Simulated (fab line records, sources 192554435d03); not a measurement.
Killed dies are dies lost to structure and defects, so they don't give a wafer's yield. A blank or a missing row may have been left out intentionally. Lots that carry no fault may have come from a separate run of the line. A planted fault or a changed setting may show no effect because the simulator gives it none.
Which tool did it? :: flow n5 finfet :: 12 lots with 36 wafers sampled at 6 steps, on a route of 1938 steps

## WHAT EACH GAUGE READ, for each wafer
N5_FIN_SAQP_CD_MEAS_31: the cd target is 8 nm.
lot: L075
measured: day 2 08:38
on: cd sem-01
cd nm (nm): 7.90 8.55 8.04

lot: L077
measured: day 2 20:45
on: cd sem-03
cd nm (nm): 8.42 7.96 8.15

lot: L079
measured: day 3 08:40
on: cd sem-01
cd nm (nm): 7.76 7.82 8.04

lot: L081
measured: day 4 00:05
on: cd sem-02
cd nm (nm): 7.92 8.21 7.76

lot: L083
measured: day 4 08:35
on: cd sem-01
cd nm (nm): 8.53 7.93 8.24

lot: L085
measured: day 4 20:29
on: cd sem-03
cd nm (nm): 8.05 8.00 7.96

lot: L087
measured: day 5 09:22
on: cd sem-03
cd nm (nm): 7.86 8.67 8.17

lot: L089
measured: day 5 21:08
on: cd sem-03
cd nm (nm): 8.59 8.11 8.34

lot: L091
measured: day 6 09:23
on: cd sem-02
cd nm (nm): 8.39 8.30 7.76

lot: L093
measured: day 6 19:52
on: cd sem-03
cd nm (nm): 7.99 8.08 7.85

lot: L095
measured: day 7 08:41
on: cd sem-02
cd nm (nm): 8.20 8.09 8.23

lot: L097
measured: day 7 20:52
on: cd sem-02
cd nm (nm): 8.35 8.26 8.10

## WHAT TOOL EACH LOT RAN ON (gives the tool, then ch and the chambers of the sampled wafers, and finally the start)
lot: L075
N5_ZERO_LAYER_PECVD_02: pecvd-03 ch 0,1,2, day 1 18:18
N5_WELL_APT_RTA_34: rtp anneal-01 ch 0, day 1 22:14
N5_FIN_SAQP_ETCH_52: rie diel-03 ch 1,2, day 2 04:27
N5_FIN_SAQP_RECESS_75: vapor etch-02 ch 0,1, day 2 05:20
N5_FIN_SAQP_SPACER2_ETCHBACK_29: rie diel-01 ch 0,2,3, day 2 08:26

lot: L077
N5_ZERO_LAYER_PECVD_02: pecvd-03 ch 0,1, day 2 06:17
N5_WELL_APT_RTA_34: rtp anneal-01 ch 0, day 2 09:44
N5_FIN_SAQP_ETCH_52: rie diel-03 ch 0,1,3, day 2 17:14
N5_FIN_SAQP_RECESS_75: vapor etch-01 ch 0,1, day 2 17:52
N5_FIN_SAQP_SPACER2_ETCHBACK_29: rie diel-06 ch 0,1, day 2 20:33

lot: L079
N5_ZERO_LAYER_PECVD_02: pecvd-03 ch 0, day 2 18:17
N5_WELL_APT_RTA_34: rtp anneal-01 ch 0, day 2 22:24
N5_FIN_SAQP_ETCH_52: rie diel-06 ch 0,1,3, day 3 04:10
N5_FIN_SAQP_RECESS_75: vapor etch-01 ch 0,1, day 3 04:48
N5_FIN_SAQP_SPACER2_ETCHBACK_29: rie diel-03 ch 0,2,3, day 3 08:28

lot: L081
N5_ZERO_LAYER_PECVD_02: pecvd-03 ch 0, day 3 06:17
N5_WELL_APT_RTA_34: rtp anneal-02 ch 0, day 3 10:05
N5_FIN_SAQP_ETCH_52: rie diel-01 ch 1,3, day 3 16:17
N5_FIN_SAQP_RECESS_75: vapor etch-02 ch 0,1, day 3 16:55
N5_FIN_SAQP_SPACER2_ETCHBACK_29: rie diel-03 ch 0,2, day 3 23:53

lot: L083
N5_ZERO_LAYER_PECVD_02: pecvd-01 ch 0,1, day 3 18:28
N5_WELL_APT_RTA_34: rtp anneal-02 ch 0, day 3 22:25
N5_FIN_SAQP_ETCH_52: rie diel-03 ch 2,3, day 4 04:41
N5_FIN_SAQP_RECESS_75: vapor etch-01 ch 0,1, day 4 05:19
N5_FIN_SAQP_SPACER2_ETCHBACK_29: rie diel-06 ch 0,3, day 4 08:21

lot: L085
N5_ZERO_LAYER_PECVD_02: pecvd-04 ch 0,2, day 4 06:28
N5_WELL_APT_RTA_34: rtp anneal-02 ch 0, day 4 10:18
N5_FIN_SAQP_ETCH_52: rie diel-06 ch 1,2, day 4 16:50
N5_FIN_SAQP_RECESS_75: vapor etch-01 ch 0,1, day 4 17:27
N5_FIN_SAQP_SPACER2_ETCHBACK_29: rie diel-06 ch 1,2,3, day 4 20:17

lot: L087
N5_ZERO_LAYER_PECVD_02: pecvd-01 ch 0,1,2, day 4 18:17
N5_WELL_APT_RTA_34: rtp anneal-02 ch 0, day 4 22:21
N5_FIN_SAQP_ETCH_52: rie diel-06 ch 0,2, day 5 05:04
N5_FIN_SAQP_RECESS_75: vapor etch-01 ch 0,1, day 5 05:51
N5_FIN_SAQP_SPACER2_ETCHBACK_29: rie diel-01 ch 1,3, day 5 09:10

lot: L089
N5_ZERO_LAYER_PECVD_02: pecvd-04 ch 0,2, day 5 06:18
N5_WELL_APT_RTA_34: rtp anneal-01 ch 0, day 5 10:31
N5_FIN_SAQP_ETCH_52: rie diel-06 ch 1,2,3, day 5 16:35
N5_FIN_SAQP_RECESS_75: vapor etch-02 ch 0,1, day 5 17:12
N5_FIN_SAQP_SPACER2_ETCHBACK_29: rie diel-01 ch 0,2,3, day 5 20:57

lot: L091
N5_ZERO_LAYER_PECVD_02: pecvd-04 ch 0,2, day 5 18:17
N5_WELL_APT_RTA_34: rtp anneal-02 ch 0, day 5 21:56
N5_FIN_SAQP_ETCH_52: rie diel-06 ch 1,2,3, day 6 05:25
N5_FIN_SAQP_RECESS_75: vapor etch-01 ch 0,1, day 6 06:19
N5_FIN_SAQP_SPACER2_ETCHBACK_29: rie diel-01 ch 1,2,3, day 6 09:11

lot: L093
N5_ZERO_LAYER_PECVD_02: pecvd-03 ch 0,1, day 6 06:17
N5_WELL_APT_RTA_34: rtp anneal-02 ch 0, day 6 10:22
N5_FIN_SAQP_ETCH_52: rie diel-01 ch 0,2,3, day 6 16:19
N5_FIN_SAQP_RECESS_75: vapor etch-01 ch 0,1, day 6 16:59
N5_FIN_SAQP_SPACER2_ETCHBACK_29: rie diel-01 ch 0,1, day 6 19:40

lot: L095
N5_ZERO_LAYER_PECVD_02: pecvd-03 ch 0,1, day 6 18:18
N5_WELL_APT_RTA_34: rtp anneal-01 ch 0, day 6 21:47
N5_FIN_SAQP_ETCH_52: rie diel-01 ch 0,2,3, day 7 04:29
N5_FIN_SAQP_RECESS_75: vapor etch-02 ch 0,1, day 7 05:07
N5_FIN_SAQP_SPACER2_ETCHBACK_29: rie diel-03 ch 0,1,2, day 7 08:29

lot: L097
N5_ZERO_LAYER_PECVD_02: pecvd-01 ch 0,1,2, day 7 06:17
N5_WELL_APT_RTA_34: rtp anneal-02 ch 0, day 7 09:52
N5_FIN_SAQP_ETCH_52: rie diel-03 ch 0,1, day 7 15:49
N5_FIN_SAQP_RECESS_75: vapor etch-01 ch 0,1, day 7 16:25
N5_FIN_SAQP_SPACER2_ETCHBACK_29: rie diel-01 ch 0,1,2, day 7 20:40
- N5_ZERO_LAYER_PECVD_02: deposits SiO2 from SiH4/N2O, target thk 10 nm, time 6 s.
- N5_WELL_APT_RTA_34: time 10 s.
- N5_FIN_SAQP_ETCH_52: etches SOC in N2/H2, target depth 100 nm, overetch 20 nm, time 150 s.
- N5_FIN_SAQP_RECESS_75: chemistry HF/NH3, target SiO2, target depth 14.4 nm, afs cycles 3, sublimation time 60 s.
- N5_FIN_SAQP_SPACER2_ETCHBACK_29: etches SiO2 in CHF3/O2, target depth 12.2 nm, time 6.1 s.

## THE ANSWER, worked out from the rows above alone
Rule: what is usual is taken from the lots themselves. Put in order of their means at a reading, lots are off if they are a third of the lots or fewer, leave a main group of 4 or more, and stand apart from it by a gap of 3 or more times the standard deviation of the main group's means; of several such gaps the widest counts. If all means in a main group match to the digits the tables above print for the reading, that group is not used. A lot without any number at a reading at which 4 lots or more have one is off too. All remaining lots with rows at the step are treated as sound.
No lot is off at any reading shown: from this, nothing can be told.

## WHAT THE SIMULATOR HAD PUT IN
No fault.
